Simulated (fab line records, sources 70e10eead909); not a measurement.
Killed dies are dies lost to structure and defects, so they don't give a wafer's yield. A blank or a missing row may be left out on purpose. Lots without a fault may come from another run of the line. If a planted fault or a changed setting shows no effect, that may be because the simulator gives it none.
Which tool was responsible?    flow nand harc    42 wafers from 14 lots sampled at 5 of the route's 1302 steps

== WHAT THE GAUGES READ, wafer by wafer ==
NHARC_END_SORT_01. Usual: killed at array 55, standard deviation 19; killed at other 0.9, standard deviation 1.4; killed at periphery 3.8, standard deviation 2.9; killed dies 60, standard deviation 19; killed open 3.3, standard deviation 1.8; killed short 2.6, standard deviation 1.6.
lot   measured      on         killed at array  killed at other  killed at periphery  killed dies  killed open  killed short  flag
L864  day 30 20:07  prober-02  63 88 52         0 0 0            79 57 50             142 145 102  6 3 3        3 4 3         OFF
L865  day 31 15:01  prober-02  35 44 39         4 0 1            112 58 79            151 102 119  1 1 0        2 3 3         OFF

== WHICH TOOL RAN EACH LOT (tool, then ch and the chambers of the sampled wafers, then the start) ==
lot   NHARC_P_CONTACT_PRE_CLEAN_39  NHARC_A_BONDPAD_PVD_17                   NHARC_THIN_TSV_CMP_01          NHARC_THIN_TSV_ETCHBACK_48
L848  pvd sputter-01, day 6 07:11   pvd sputter-02, day 24 09:08 or earlier  cmp-03 ch 1,2, day 24 09:08    rie diel-13 ch 0,1,3, day 24 12:46
L849  pvd sputter-02, day 6 09:50   pvd sputter-01, day 24 00:45 or earlier  cmp-04 ch 0,2,3, day 24 00:45  rie diel-02 ch 1,2, day 24 04:16
L850  pvd sputter-02, day 6 19:15   pvd sputter-02, day 24 21:41 or earlier  cmp-04 ch 0,1,3, day 24 21:41  rie diel-01 ch 0,3, day 25 01:13
L852  pvd sputter-01, day 7 11:34   pvd sputter-02, day 25 15:47 or earlier  cmp-04 ch 0,2,3, day 25 15:47  rie diel-02 ch 2,3, day 25 19:17
L851  pvd sputter-02, day 7 12:01   pvd sputter-03, day 25 07:51 or earlier  cmp-04 ch 0,1,2, day 25 07:51  rie diel-02 ch 0,1, day 25 11:26
L853  pvd sputter-02, day 8 03:02   pvd sputter-01, day 26 07:33 or earlier  cmp-01 ch 0,1,2, day 26 07:33  rie diel-13 ch 0,1,3, day 26 11:08
L854  pvd sputter-03, day 8 14:24   pvd sputter-02, day 26 08:46 or earlier  cmp-03 ch 0,3, day 26 08:46    rie diel-01 ch 0,1,3, day 26 12:23
L855  pvd sputter-01, day 8 22:53   pvd sputter-03, day 26 19:22 or earlier  cmp-01 ch 1,2,3, day 26 19:22  rie diel-13 ch 0,1,3, day 26 22:56
L860  pvd sputter-02, day 10 19:47  pvd sputter-03, day 28 02:15 or earlier  cmp-01 ch 0,2,3, day 28 02:15  rie diel-13 ch 0,1,3, day 28 05:52
L864  pvd sputter-03, day 12 19:47  pvd sputter-03, day 30 03:08 or earlier  cmp-04 ch 0,2,3, day 30 03:08  rie diel-02 ch 1,2,3, day 30 07:06
L865  pvd sputter-03, day 13 02:43  pvd sputter-02, day 30 22:49 or earlier  cmp-01 ch 0,1,2, day 30 22:49  rie diel-02 ch 0,2,3, day 31 02:23
L866  pvd sputter-02, day 13 09:34  pvd sputter-01, day 31 00:01 or earlier  cmp-01 ch 2,3, day 31 00:01    rie diel-02 ch 1,3, day 31 03:26
L868  pvd sputter-02, day 14 14:17  pvd sputter-01, day 32 01:14 or earlier  cmp-03 ch 0,1,3, day 32 01:14  rie diel-01 ch 0,1,3, day 32 04:50
L871  pvd sputter-02, day 15 20:33  pvd sputter-03, day 34 01:41 or earlier  cmp-03 ch 0,1,3, day 34 01:41  rie diel-13 ch 0,2,3, day 34 05:17
- NHARC_P_CONTACT_PRE_CLEAN_39: time 19.5 s.
- NHARC_A_BONDPAD_PVD_17: deposits TaN, target thk 5 nm, time 8.06 s.
- NHARC_THIN_TSV_CMP_01: polishes.
- NHARC_THIN_TSV_ETCHBACK_48: etches the open film in C4F8/Ar, target depth 1028.5 nm, time 405.17 s.

== WHAT THE TOOLS THEMSELVES READ (means of the sampled wafers that have a number; where no wafer has one, the mark that the record gives instead) ==
NHARC_A_BONDPAD_PVD_17. Usual: cathode dc power W 15000 W, standard deviation 2.7; substrate temp c 49.97 C, standard deviation 0.12; throttle valve pct 30.1 %, standard deviation 0.93.
lot   tool            cathode dc power W (W)  substrate temp c (C)  throttle valve pct (%)  flag
L848  pvd sputter-02  15000                   49.94                 30.4                    
L849  pvd sputter-01  14999                   50.06                 29.7                    
L850  pvd sputter-02  14999                   49.92                 30.6                    
L852  pvd sputter-02  14999                   49.81                 30.2                    
L851  pvd sputter-03  15001                   50.02                 30.0                    
L853  pvd sputter-01  15003                   50.06                 30.1                    
L854  pvd sputter-02  15002                   49.99                 29.0                    
L855  pvd sputter-03  15000                   50.02                 30.1                    
L860  pvd sputter-03  14997                   49.94                 30.5                    
L864  pvd sputter-03  15004                   50.05                 30.0                    
L865  pvd sputter-02  14998                   49.95                 30.6                    
L866  pvd sputter-01  14999                   49.94                 30.2                    
L868  pvd sputter-01  15002                   49.96                 29.4                    
L871  pvd sputter-03  15001                   50.03                 31.1                    

NHARC_THIN_TSV_CMP_01. Usual: motor current A reads 11.8 A (standard deviation 1.2).
lot   tool    motor current A (A)  flag
L848  cmp-03  11.0                 
L849  cmp-04  13.0                 
L850  cmp-04  13.0                 
L852  cmp-04  13.1                 
L851  cmp-04  12.9                 
L853  cmp-01  10.9                 
L854  cmp-03  11.4                 
L855  cmp-01  11.3                 
L860  cmp-01  11.5                 
L864  cmp-04  13.1                 
L865  cmp-01  11.3                 
L866  cmp-01  11.5                 
L868  cmp-03  11.6                 
L871  cmp-03  11.5                 

NHARC_THIN_TSV_ETCHBACK_48. Usual: oes product au 0.949 a.u., standard deviation 0.027; rf vpp V 545.5 V, standard deviation 2.5.
lot   tool         oes product au (a.u.)  rf vpp V (V)  flag
L848  rie diel-13  0.989                  547.5         
L849  rie diel-02  0.926                  543.1         
L850  rie diel-01  1.008                  543.5         
L852  rie diel-02  0.992                  546.3         
L851  rie diel-02  0.971                  543.1         
L853  rie diel-13  0.919                  547.0         
L854  rie diel-01  0.967                  545.4         
L855  rie diel-13  0.967                  548.2         
L860  rie diel-13  0.914                  547.8         
L864  rie diel-02  0.942                  545.6         
L865  rie diel-02  0.944                  545.2         
L866  rie diel-02  0.940                  544.4         
L868  rie diel-01  0.965                  544.4         
L871  rie diel-13  0.947                  547.5         

== THE ANSWER, worked out from the rows above alone ==
Rule: a lot is off if the mean of its wafers that have a number lies more than 3 standard deviations from the usual mean. Also off: a lot with no number at a reading for which 4 or more lots have one. The other lots that the step has rows for count as sound. First the gauges in route order, then the tools' own readings, where a lot's mean is used as printed above. The first step at which some lot is off is used, and at that step the reading that is off furthest; a lot without a number counts as furthest.
Off: L864, L865 (NHARC_END_SORT_01, killed at periphery). Neither off nor sound, because the step has no rows for them: L848, L849, L850, L852, L851, L853, L854, L855, L860, L866, L868, L871.
A tool fits if, at a process step before that reading, it ran every lot that is off, and no sound lot after the first of them. The gauges at NHARC_END_SORT_01 are tried like those tools. NHARC_A_BONDPAD_PVD_17: start missing for some lots; hours and lot order therefore follow NHARC_THIN_TSV_CMP_01. Can't be told from this: 3 tools fit, pvd sputter-03 at NHARC_P_CONTACT_PRE_CLEAN_39, rie diel-02 at NHARC_THIN_TSV_ETCHBACK_48, prober-02 at NHARC_END_SORT_01.

== WHAT HAD BEEN PUT IN BY THE SIMULATOR ==
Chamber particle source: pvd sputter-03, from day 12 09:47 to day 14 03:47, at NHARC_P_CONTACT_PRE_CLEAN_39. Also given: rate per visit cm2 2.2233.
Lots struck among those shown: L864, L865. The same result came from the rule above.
